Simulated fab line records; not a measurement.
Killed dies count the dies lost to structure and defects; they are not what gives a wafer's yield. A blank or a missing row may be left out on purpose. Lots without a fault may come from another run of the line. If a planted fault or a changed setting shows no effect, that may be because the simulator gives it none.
The tool behind it: which one? | flow nand_harc | 12 lots, 36 wafers sampled, at 5 steps of a route of 1302

== WHAT EACH GAUGE READ, for each wafer ==
NHARC_END_SORT_01. Usual: killed_at_array 56, standard deviation 20; killed_at_other 1, standard deviation 1.3; killed_at_periphery 3.5, standard deviation 2.7; killed_dies 60, standard deviation 20; killed_open 3.3, standard deviation 1.6; killed_short 2.4, standard deviation 1.5.
lot  | measured     | on        | killed_at_array | killed_at_other | killed_at_periphery | killed_dies | killed_open | killed_short | flag
L190 | day 33 04:06 | prober-02 | 48 198 38       | 4 1 0           | 1 2 2               | 53 201 40   | 4 2 3       | 2 0 5        |

== TOOL THAT RAN EACH LOT (tool first, then ch and the chambers of the sampled wafers, then the start) ==
lot  | NHARC_A_CHANNEL_HOLE_D1_ETCH_34    | NHARC_THIN_TSV_DEP_47           | NHARC_THIN_TSV_STRIP_62              | NHARC_THIN_TSV_PRE_CLEAN_54
L170 | rie_diel-08 ch 0,1,3, day 8 19:56  | pecvd-02 ch 0,1,2, day 23 22:37 | plasma_asher-02 ch 0,1, day 23 23:22 | pvd_sputter-02, day 24 01:35
L171 | rie_diel-08 ch 0,1,3, day 9 13:54  | pecvd-04 ch 0,1, day 24 15:10   | plasma_asher-01 ch 0,1, day 24 15:56 | pvd_sputter-03, day 24 18:09
L173 | rie_diel-08 ch 0,1,2, day 10 09:03 | pecvd-04 ch 0,2, day 25 22:05   | plasma_asher-02 ch 0,1, day 25 22:56 | pvd_sputter-01, day 26 01:11
L174 | rie_diel-08 ch 0,1,2, day 10 18:31 | pecvd-01 ch 0,1, day 25 21:00   | plasma_asher-01 ch 1, day 25 21:50   | pvd_sputter-02, day 26 00:14
L175 | rie_diel-01 ch 0,3, day 10 18:43   | pecvd-01 ch 1,2, day 26 05:48   | plasma_asher-02 ch 0,1, day 26 06:37 | pvd_sputter-02, day 26 08:51
L177 | rie_diel-08 ch 0,3, day 11 21:26   | pecvd-02 ch 0,1,2, day 26 16:13 | plasma_asher-01 ch 0,1, day 26 16:58 | pvd_sputter-01, day 26 19:10
L178 | rie_diel-08 ch 0,2,3, day 12 05:46 | pecvd-01 ch 1,2, day 27 10:08   | plasma_asher-01 ch 0,1, day 27 10:56 | pvd_sputter-01, day 27 13:09
L179 | rie_diel-08 ch 2,3, day 12 21:16   | pecvd-01 ch 1,2, day 27 17:57   | plasma_asher-01 ch 0,1, day 27 18:37 | pvd_sputter-01, day 27 20:51
L180 | rie_diel-08 ch 0,1,3, day 12 23:17 | pecvd-02 ch 1,2, day 27 16:37   | plasma_asher-01 ch 0,1, day 27 17:22 | pvd_sputter-01, day 27 19:39
L182 | rie_diel-08 ch 1,3, day 13 22:19   | pecvd-04 ch 1,2, day 28 16:29   | plasma_asher-02 ch 0,1, day 28 17:14 | pvd_sputter-02, day 28 19:29
L183 | rie_diel-09 ch 0,1, day 14 17:46   | pecvd-04 ch 0,1, day 30 01:16   | plasma_asher-02 ch 0,1, day 30 02:04 | pvd_sputter-03, day 30 04:17
L190 | rie_diel-08 ch 2,3, day 17 07:31   | pecvd-01 ch 0,1,2, day 32 14:26 | plasma_asher-01 ch 0, day 32 15:06   | pvd_sputter-03, day 32 17:21
- NHARC_A_CHANNEL_HOLE_D1_ETCH_34: etches the open film in CF4/CHF3, target depth 154 nm, time 77 s.
- NHARC_THIN_TSV_DEP_47: deposits SiO2, target thk 200 nm.
- NHARC_THIN_TSV_STRIP_62: strips in N2/H2, time 20 s.
- NHARC_THIN_TSV_PRE_CLEAN_54: time 30 s.

== WHAT THE TOOLS THEMSELVES READ (means of the sampled wafers that have a number; where no wafer has one, the mark that the record gives instead) ==
NHARC_A_CHANNEL_HOLE_D1_ETCH_34. Usual: bias_w 200.0 W, standard deviation 0.59; drypump_motor_current_A 5.7 A, standard deviation 0.36; mfc_ar_sccm 0.008 sccm, standard deviation 0.011; oes_product_au 0.953 a.u., standard deviation 0.021; rf_vpp_V 369.9 V, standard deviation 2.1; showerhead_plenum_p_Torr 1.55 Torr, standard deviation 0.062; throttle_valve_pct 16.802 %, standard deviation 0.0089.
lot  | tool        | bias_w (W) | drypump_motor_current_A (A) | mfc_ar_sccm (sccm) | oes_product_au (a.u.) | rf_vpp_V (V) | showerhead_plenum_p_Torr (Torr) | throttle_valve_pct (%) | flag
L170 | rie_diel-08 | 199.8      | 5.5                         | 0.000              | 0.977                 | 370.7        | 1.57                            | 16.805                 |
L171 | rie_diel-08 | 199.4      | 5.6                         | 0.000              | 0.972                 | 369.9        | 1.57                            | 16.803                 |
L173 | rie_diel-08 | 199.5      | 5.6                         | 0.009              | 0.934                 | 370.1        | 1.56                            | 16.807                 |
L174 | rie_diel-08 | 200.3      | 5.6                         | 0.009              | 0.972                 | 371.3        | 1.56                            | 16.801                 |
L175 | rie_diel-01 | 199.5      | 6.1                         | 0.005              | 0.973                 | 367.5        | 1.49                            | 16.799                 |
L177 | rie_diel-08 | 200.6      | 5.3                         | 0.000              | 0.929                 | 371.8        | 1.62                            | 16.802                 |
L178 | rie_diel-08 | 200.2      | 5.5                         | 0.009              | 0.930                 | 370.8        | 1.58                            | 16.803                 |
L179 | rie_diel-08 | 199.6      | 5.6                         | 0.009              | 0.977                 | 369.6        | 1.54                            | 16.808                 |
L180 | rie_diel-08 | 199.9      | 5.5                         | 0.000              | 0.975                 | 370.8        | 1.57                            | 16.804                 |
L182 | rie_diel-08 | 200.4      | 5.6                         | 0.000              | 0.934                 | 368.6        | 1.53                            | 16.803                 |
L183 | rie_diel-09 | 200.9      | 5.3                         | 0.004              | 0.963                 | 371.4        | 1.59                            | 16.797                 |
L190 | rie_diel-08 | 199.6      | 5.6                         | 0.009              | 0.955                 | 368.9        | 1.54                            | 16.797                 |

NHARC_THIN_TSV_DEP_47. Usual: throttle_valve_pct at 16.2 %, with a standard deviation of 0.73.
lot  | tool     | throttle_valve_pct (%) | flag
L170 | pecvd-02 | 16.1                   |
L171 | pecvd-04 | 16.0                   |
L173 | pecvd-04 | 16.4                   |
L174 | pecvd-01 | 16.8                   |
L175 | pecvd-01 | 16.7                   |
L177 | pecvd-02 | 15.5                   |
L178 | pecvd-01 | 16.5                   |
L179 | pecvd-01 | 16.4                   |
L180 | pecvd-02 | 16.0                   |
L182 | pecvd-04 | 16.1                   |
L183 | pecvd-04 | 16.1                   |
L190 | pecvd-01 | 16.3                   |

NHARC_THIN_TSV_STRIP_62. Usual: drypump_motor_current_A 5.9 A, standard deviation 0.35; heater_power_w 371 W, standard deviation 31.
lot  | tool            | drypump_motor_current_A (A) | heater_power_w (W) | flag
L170 | plasma_asher-02 | 6.0                         | 344                |
L171 | plasma_asher-01 | 5.7                         | 383                |
L173 | plasma_asher-02 | 6.0                         | 341                |
L174 | plasma_asher-01 | 5.7                         | 368                |
L175 | plasma_asher-02 | 6.3                         | 351                |
L177 | plasma_asher-01 | 5.6                         | 396                |
L178 | plasma_asher-01 | 5.7                         | 392                |
L179 | plasma_asher-01 | 5.6                         | 395                |
L180 | plasma_asher-01 | 5.7                         | 387                |
L182 | plasma_asher-02 | 6.0                         | 338                |
L183 | plasma_asher-02 | 6.3                         | 346                |
L190 | plasma_asher-01 | 5.5                         | 412                |

NHARC_THIN_TSV_PRE_CLEAN_54. Usual: heater_power_w at 425 W, with a standard deviation of 51.
lot  | tool           | heater_power_w (W) | flag
L170 | pvd_sputter-02 | 433                |
L171 | pvd_sputter-03 | 395                |
L173 | pvd_sputter-01 | 446                |
L174 | pvd_sputter-02 | 456                |
L175 | pvd_sputter-02 | 406                |
L177 | pvd_sputter-01 | 406                |
L178 | pvd_sputter-01 | 463                |
L179 | pvd_sputter-01 | 470                |
L180 | pvd_sputter-01 | 438                |
L182 | pvd_sputter-02 | 431                |
L183 | pvd_sputter-03 | 423                |
L190 | pvd_sputter-03 | 424                |

== THE ANSWER, worked out from the rows above alone ==
Rule: take the mean of a lot's wafers that have a number; if it is more than 3 standard deviations from the usual mean, the lot is off. A lot without any number at a reading at which 4 lots or more have one is off too. All remaining lots with rows at the step are treated as sound. After the gauges, taken in route order, come the tools' own readings; for these a lot's mean is taken, as printed above. The first step at which some lot is off is used, and at that step the reading that is off furthest; a lot without a number counts as furthest.
None of the lots is off at any reading shown; this tells nothing.

== WHAT WAS PUT IN BY THE SIMULATOR ==
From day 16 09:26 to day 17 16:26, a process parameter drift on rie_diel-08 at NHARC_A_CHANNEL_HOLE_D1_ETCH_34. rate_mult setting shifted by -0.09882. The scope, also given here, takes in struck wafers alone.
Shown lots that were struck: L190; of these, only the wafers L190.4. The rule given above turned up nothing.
